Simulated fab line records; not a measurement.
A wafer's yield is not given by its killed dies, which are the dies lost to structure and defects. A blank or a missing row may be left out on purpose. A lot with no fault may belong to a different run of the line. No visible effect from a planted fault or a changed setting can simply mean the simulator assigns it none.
Matching of chambers || flow n5-finfet || N5_DUMMY_GATE_CMP_04 on cmp-01: 4 sister chambers
The step polishes a-Si. 14 wafers are shown with their chamber, then 6 later ones without.

EACH WAFER AND ITS CHAMBER
{"wafer": "L076.1", "chamber": 1, "motor-current-A (A)": 10.7, "time-to-endpoint-s (s)": 9.7, "slurry-filter-dp-kPa (kPa)": 13.42}
{"wafer": "L076.2", "chamber": 2, "motor-current-A (A)": 9.1, "time-to-endpoint-s (s)": 13.0, "slurry-filter-dp-kPa (kPa)": 13.47}
{"wafer": "L078.1", "chamber": 0, "motor-current-A (A)": 11.7, "time-to-endpoint-s (s)": 9.4, "slurry-filter-dp-kPa (kPa)": 13.62}
{"wafer": "L078.3", "chamber": 2, "motor-current-A (A)": 8.3, "time-to-endpoint-s (s)": 12.5, "slurry-filter-dp-kPa (kPa)": 13.53}
{"wafer": "L078.4", "chamber": 1, "motor-current-A (A)": 10.4, "time-to-endpoint-s (s)": 13.7, "slurry-filter-dp-kPa (kPa)": 13.65}
{"wafer": "L084.1", "chamber": 0, "motor-current-A (A)": 12.3, "time-to-endpoint-s (s)": 14.1, "slurry-filter-dp-kPa (kPa)": 13.56}
{"wafer": "L088.3", "chamber": 3, "motor-current-A (A)": 8.9, "time-to-endpoint-s (s)": 14.8, "slurry-filter-dp-kPa (kPa)": 13.56}
{"wafer": "L089.1", "chamber": 3, "motor-current-A (A)": 9.5, "time-to-endpoint-s (s)": 13.2, "slurry-filter-dp-kPa (kPa)": 13.63}
{"wafer": "L089.3", "chamber": 1, "motor-current-A (A)": 10.1, "time-to-endpoint-s (s)": 7.6, "slurry-filter-dp-kPa (kPa)": 13.69}
{"wafer": "L092.2", "chamber": 0, "motor-current-A (A)": 12.3, "time-to-endpoint-s (s)": 8.4, "slurry-filter-dp-kPa (kPa)": 13.55}
{"wafer": "L092.3", "chamber": 1, "motor-current-A (A)": 10.0, "time-to-endpoint-s (s)": 10.4, "slurry-filter-dp-kPa (kPa)": 13.77}
{"wafer": "L093.1", "chamber": 1, "motor-current-A (A)": 10.5, "time-to-endpoint-s (s)": 10.6, "slurry-filter-dp-kPa (kPa)": 13.43}
{"wafer": "L093.3", "chamber": 2, "motor-current-A (A)": 9.5, "time-to-endpoint-s (s)": 11.1, "slurry-filter-dp-kPa (kPa)": 13.30}
{"wafer": "L094.1", "chamber": 1, "motor-current-A (A)": 10.1, "time-to-endpoint-s (s)": 10.3, "slurry-filter-dp-kPa (kPa)": 13.40}

SIGNATURES, as means of the wafers listed above
{"reading": "motor-current-A", "chamber 0": 12.100, "chamber 1": 10.300, "chamber 2": 8.967, "chamber 3": 9.200, "scatter within a chamber": 0.393}
{"reading": "time-to-endpoint-s", "chamber 0": 10.633, "chamber 1": 10.383, "chamber 2": 12.200, "chamber 3": 14.000, "scatter within a chamber": 2.03}
{"reading": "slurry-filter-dp-kPa", "chamber 0": 13.5767, "chamber 1": 13.5600, "chamber 2": 13.4333, "chamber 3": 13.5950, "scatter within a chamber": 0.128}
Rule: a wafer lies at a distance from a chamber equal to the root of the sum of squares, over the readings, of (its reading less the chamber's mean, divided by the reading's scatter). If the next closest chamber is less than 2 further off than the closest, the wafer can't be placed; otherwise it belongs to the closest. The scatter is the square root of a quotient: the sum, over the shown wafers, of each reading's squared deviation from its chamber's mean, divided by wafers minus chambers.

WAFERS WITH NO CHAMBER GIVEN
{"wafer": "L094.2", "motor-current-A (A)": 9.5, "time-to-endpoint-s (s)": 9.7, "slurry-filter-dp-kPa (kPa)": 13.44}
{"wafer": "L096.1", "motor-current-A (A)": 9.1, "time-to-endpoint-s (s)": 11.1, "slurry-filter-dp-kPa (kPa)": 13.50}
{"wafer": "L096.3", "motor-current-A (A)": 10.3, "time-to-endpoint-s (s)": 8.0, "slurry-filter-dp-kPa (kPa)": 13.48}
{"wafer": "L096.4", "motor-current-A (A)": 11.9, "time-to-endpoint-s (s)": 9.2, "slurry-filter-dp-kPa (kPa)": 13.50}
{"wafer": "L097.1", "motor-current-A (A)": 9.6, "time-to-endpoint-s (s)": 13.0, "slurry-filter-dp-kPa (kPa)": 13.51}
{"wafer": "L097.3", "motor-current-A (A)": 9.1, "time-to-endpoint-s (s)": 15.6, "slurry-filter-dp-kPa (kPa)": 13.58}

CHAMBER TAKEN BY EACH
{"wafer": "L094.2", "from the rows above": "can't be placed: 2 or 1 or 3", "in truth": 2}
{"wafer": "L096.1", "from the rows above": "can't be placed: 2 or 3", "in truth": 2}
{"wafer": "L096.3", "from the rows above": 1, "in truth": 1}
{"wafer": "L096.4", "from the rows above": 0, "in truth": 0}
{"wafer": "L097.1", "from the rows above": "can't be placed: 3 or 2 or 1", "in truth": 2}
{"wafer": "L097.3", "from the rows above": "can't be placed: 3 or 2", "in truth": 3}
Correctly placed: 2 of 6. From these rows, 4 cannot be placed; in 4 the true chamber is one of the candidates. Wrongly placed: 0.
